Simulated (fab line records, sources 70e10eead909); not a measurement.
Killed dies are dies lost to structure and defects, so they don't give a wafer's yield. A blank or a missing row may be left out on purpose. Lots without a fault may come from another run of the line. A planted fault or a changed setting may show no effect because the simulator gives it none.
Tool commonality check | flow nand_harc | 4 lots, 12 wafers sampled

WHY IT WAS OPENED
At NHARC_END_SORT_01 the reading killed_dies is flagged on 4 of 4 lots. Wafers without a fault read 32, standard deviation 11.
Rule: a lot is flagged when every wafer of it that has a number lies more than 4 standard deviations from that mean, or none has a number. The other lots count as sound.

lot  | measured     | on        | killed_dies, wafer by wafer | flag
L809 | day 22 00:13 | prober-02 | 677 677 677                 | FLAGGED
L810 | day 22 03:44 | prober-01 | 677 677 677                 | FLAGGED
L811 | day 22 09:38 | prober-02 | 677 677 677                 | FLAGGED
L812 | day 23 06:41 | prober-01 | 677 677 677                 | FLAGGED
The numbers of the flagged lots are 677 on average: +645 against the usual, or +59 standard deviations.

WHICH TOOL RAN EACH LOT
The record holds 4 process steps before the reading, out of a route of 1159 steps. In each cell: the tool, then ch and the chambers that the sampled wafers went through, then the start.
lot  | flag    | NHARC_A_CHANNEL_FILL_D1_ALD_14   | NHARC_A_CHANNEL_FILL_D1_STRIP_28   | NHARC_A_CHANNEL_FILL_D1_STRIP_29              | NHARC_A_STAIRCASE_ETCH_169
L809 | FLAGGED | ald_hk-03 ch 1,2,3, day 12 04:47 | rie_diel-10 ch 0,2,3, day 12 21:59 | rie_diel-09 ch 0,1,3, day 13 22:39 or earlier | rie_diel-04 ch 0,1,3, day 13 22:39
L810 | FLAGGED | ald_hk-01 ch 1,2,3, day 12 04:48 | rie_diel-09 ch 0,2, day 12 21:58   | rie_diel-10 ch 0,2,3, day 13 23:05 or earlier | rie_diel-04 ch 1,2, day 13 23:05
L811 | FLAGGED | ald_hk-01 ch 0,1,2, day 12 14:28 | rie_diel-10 ch 1,2,3, day 13 07:40 | rie_diel-09 ch 0,1,3, day 14 08:22 or earlier | rie_diel-04 ch 0,1,2, day 14 08:22
L812 | FLAGGED | ald_hk-03 ch 0,1,2, day 12 14:29 | rie_diel-10 ch 0,1, day 13 07:38   | rie_diel-08 ch 1,2,3, day 14 08:32 or earlier | rie_diel-04 ch 1,2, day 14 08:32
What these steps do:
- NHARC_A_CHANNEL_FILL_D1_ALD_14: deposits SiO2, target thk 2.5 nm, pulse time 10 s, ald cycles 25.
- NHARC_A_CHANNEL_FILL_D1_STRIP_28: strips in O2, time 20 s.
- NHARC_A_CHANNEL_FILL_D1_STRIP_29: strips in O2, time 20 s.
- NHARC_A_STAIRCASE_ETCH_169: etches the open film in CH3F/O2, target depth 50 nm, time 107.1 s.
- NHARC_END_SORT_01

FLAGGED OVER TOTAL, TOOL BY TOOL (the gauges that took the reading come last)
step                             | tool        | lots run | flagged | share of the flagged lots | sound lots run after its first flagged lot
NHARC_A_CHANNEL_FILL_D1_ALD_14   | ald_hk-01   | 2        | 2       | some                      | 0
NHARC_A_CHANNEL_FILL_D1_ALD_14   | ald_hk-03   | 2        | 2       | some                      | 0
NHARC_A_CHANNEL_FILL_D1_STRIP_28 | rie_diel-09 | 1        | 1       | some                      | 0
NHARC_A_CHANNEL_FILL_D1_STRIP_28 | rie_diel-10 | 3        | 3       | some                      | 0
NHARC_A_CHANNEL_FILL_D1_STRIP_29 | rie_diel-08 | 1        | 1       | some                      | 0
NHARC_A_CHANNEL_FILL_D1_STRIP_29 | rie_diel-09 | 2        | 2       | some                      | 0
NHARC_A_CHANNEL_FILL_D1_STRIP_29 | rie_diel-10 | 1        | 1       | some                      | 0
NHARC_A_STAIRCASE_ETCH_169       | rie_diel-04 | 4        | 4       | all                       | 0
NHARC_END_SORT_01                | prober-01   | 2        | 2       | some                      | 0
NHARC_END_SORT_01                | prober-02   | 2        | 2       | some                      | 0
NHARC_A_CHANNEL_FILL_D1_STRIP_29 gives no start for some lots, so the hours and the order of its lots are those of NHARC_A_STAIRCASE_ETCH_169.

WHAT THE TABLE ALLOWS
1 row of the table ran every flagged lot: rie_diel-04 at NHARC_A_STAIRCASE_ETCH_169.
- rie_diel-04 at NHARC_A_STAIRCASE_ETCH_169: 4 of its 4 lots flagged. It ran no sound lot before its first flagged lot in this sample, so the start can't be narrowed down. Its own readings lie more than 4 standard deviations out on every wafer of the flagged lots: run_length_s.
One tool is left: rie_diel-04 at NHARC_A_STAIRCASE_ETCH_169.

WHAT THE SIMULATOR HAD PUT IN
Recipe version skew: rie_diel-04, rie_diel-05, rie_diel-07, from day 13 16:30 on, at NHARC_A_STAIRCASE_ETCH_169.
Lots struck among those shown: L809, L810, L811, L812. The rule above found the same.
